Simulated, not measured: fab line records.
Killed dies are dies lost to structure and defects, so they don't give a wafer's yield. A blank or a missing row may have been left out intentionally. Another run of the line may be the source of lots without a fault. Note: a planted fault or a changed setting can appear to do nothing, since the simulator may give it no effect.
Struck lot and sound lot, side by side + flow nand-harc + 32 steps out of a route of 1302
Sound: these wafers, L831.4, L831.5, L831.6. Struck: wafers L843.3, L843.6. (L843.2 of the same lot was not struck and is left out.) The cause comes at the end.
For every step that has rows: the tool of each side, followed by ch and its chambers, followed by its first start. Under that, the readings that differ: sound wafers + struck wafers + difference of the means + sigmas: that difference in standard deviations of wafers without a fault.
alike: readings whose means differ by less than 2 such deviations, and words and numbers that are the same on both sides. not compared: withheld readings, readings that some wafer has no value for, bounds like >300 that may hide the same value, and numbers for which the record gives no deviation and whose values overlap.
A row with sigmas, a row that says differs or no value, or rows on one side alone: a step with any of these is where the two part. Numbers that have no deviation but don't overlap get no sigmas and don't part them. A reading missing from all wafers of one side parts the sides only when that side holds two or more wafers.

first, 10 steps without rows for these wafers: NHARC_A_CHANNEL_HOLE_D2_DEP_00 (deposits aC, target thk 3100 nm); NHARC_A_CHANNEL_HOLE_D2_DEP_01 (deposits SiON, target thk 140 nm); NHARC_A_CHANNEL_HOLE_D2_DEHYDRATE_02 (time 120 s); NHARC_A_CHANNEL_HOLE_D2_HMDS_03 (time 30 s); NHARC_A_CHANNEL_HOLE_D2_COAT_36 (time 75 s); NHARC_A_CHANNEL_HOLE_D2_COAT_37 (time 65 s); NHARC_A_CHANNEL_HOLE_D2_COAT_04 (resist thk 90 nm); NHARC_A_CHANNEL_HOLE_D2_SOFTBAKE_05 (time 55 s); NHARC_A_CHANNEL_HOLE_D2_EBR_06; NHARC_A_CHANNEL_HOLE_D2_EXPOSE_07 (exposes mask HOLE D2, target cd 100 nm).
NHARC_A_CHANNEL_HOLE_D2_PEB_08: peb time 65 s.
  sound on litho-track-04 ch 0, day 13 21:28; struck on litho-track-04 ch 0, day 19 09:26
  alike: exhaust-pa
then, 1 step without rows for these wafers: NHARC_A_CHANNEL_HOLE_D2_DEVELOP_09 (develop time 35 s).
NHARC_A_CHANNEL_HOLE_D2_CD_MEAS_10: the cd target is 100 nm.
  sound on cd-sem-03 ch 0, day 13 21:32; struck on cd-sem-03 ch 0, day 19 09:31
| reading    | sound           | struck      | difference | sigmas |
|------------|-----------------|-------------|------------|--------|
| cd-nm (nm) | 100.2 99.8 99.7 | 102.1 102.5 | +2.4       | +4     |
NHARC_A_CHANNEL_HOLE_D2_DESCUM_15: chemistry O2, time 3 s.
  sound on rie-diel-10 ch 0,1,3, day 13 21:44; struck on rie-diel-10 ch 1, day 19 09:42
| reading                            | sound             | struck      | difference | sigmas |
|------------------------------------|-------------------|-------------|------------|--------|
| model.A_CHANNEL_HOLE_D2.cd-nm (nm) | 99.66 99.74 99.47 | 102.2 102.9 | +2.9       |        |
  alike: chamber-pressure-mTorr, drypump-motor-current-A, oes-product-au, rf-vpp-V, showerhead-plenum-p-Torr, throttle-valve-pct
  not compared: rf-hours-counter-h
then, 16 steps without rows for these wafers: NHARC_A_CHANNEL_HOLE_D2_ETCH_38 (etches the open film in CF4, target depth 39 nm, time 65 s); NHARC_A_CHANNEL_HOLE_D2_ETCH_39 (etches the open film in N2/H2, target depth 260 nm, time 325 s); NHARC_A_CHANNEL_HOLE_D2_ETCH_34 (etches the open film in CF4/CHF3, target depth 154 nm, time 77 s); NHARC_A_CHANNEL_HOLE_D2_ETCH_16 (etches the open film in O2/COS, target depth 3100 nm, time 806 s); NHARC_A_CHANNEL_HOLE_D2_ETCH_19 (etches the open film in C4F8/O2/Ar, time 34.5 s); NHARC_A_CHANNEL_HOLE_D2_ETCH_20 (etches the open film in C4F8/O2/Ar, time 361.9 s, target depth 1600 nm); NHARC_A_CHANNEL_HOLE_D2_ETCH_21 (etches the open film in C4F8/O2/Ar, time 514.3 s, target depth 1600 nm); NHARC_A_CHANNEL_HOLE_D2_ETCH_22 (etches the open film in C4F8/O2/Ar, time 666.7 s, target depth 1600 nm); NHARC_A_CHANNEL_HOLE_D2_ETCH_23 (etches the open film in C4F8/O2/Ar, time 819 s, target depth 1600 nm); NHARC_A_CHANNEL_HOLE_D2_ETCH_24 (etches the open film in C4F8/O2/Ar, time 906.2 s, target depth 1500 nm); NHARC_A_CHANNEL_HOLE_D2_ETCH_25 (etches the open film in C4F8/O2/Ar, time 1040.2 s, target depth 1500 nm); NHARC_A_CHANNEL_HOLE_D2_ETCH_26 (etches the open film in C4F8/O2/Ar, time 224.1 s, target depth 300 nm); NHARC_A_CHANNEL_HOLE_D2_ETCH_27 (etches the open film in C4F8/O2/Ar, time 90 s, target depth 400 nm); NHARC_A_CHANNEL_HOLE_D2_STRIP_41 (strips in N2/H2); NHARC_A_CHANNEL_HOLE_D2_STRIP_42 (strips in CF4/CHF3); NHARC_A_CHANNEL_HOLE_D2_STRIP_43 (strips in O2/COS).
NHARC_A_CHANNEL_HOLE_D2_ETCH_44: etches the open film in CF4/O2, target depth 140 nm, overetch 14 nm, time 77 s.
  sound on rie-diel-10 ch 1,2,3, day 14 03:38; struck on rie-diel-10 ch 1,3, day 19 15:37
| reading                            | sound            | struck     | difference | sigmas |
|------------------------------------|------------------|------------|------------|--------|
| model.A_CHANNEL_HOLE_D2.cd-nm (nm) | 90.96 88.4 90.85 | 92.1 92.03 | +2.0       |        |
  alike: chamber-pressure-mTorr, drypump-motor-current-A, oes_o_777_au, oes-product-au, rf-vpp-V, showerhead-plenum-p-Torr, throttle-valve-pct
  not compared: rf-hours-counter-h
then, 1 step without rows for these wafers: NHARC_A_CHANNEL_HOLE_D2_STRIP_28 (strips in O2).

WHERE THEY PART
Within this record, at NHARC_A_CHANNEL_HOLE_D2_CD_MEAS_10 only. Later steps at which nothing parts them and some readings are alike: NHARC_A_CHANNEL_HOLE_D2_DESCUM_15, NHARC_A_CHANNEL_HOLE_D2_ETCH_44.

WHY: the cause the simulator had injected
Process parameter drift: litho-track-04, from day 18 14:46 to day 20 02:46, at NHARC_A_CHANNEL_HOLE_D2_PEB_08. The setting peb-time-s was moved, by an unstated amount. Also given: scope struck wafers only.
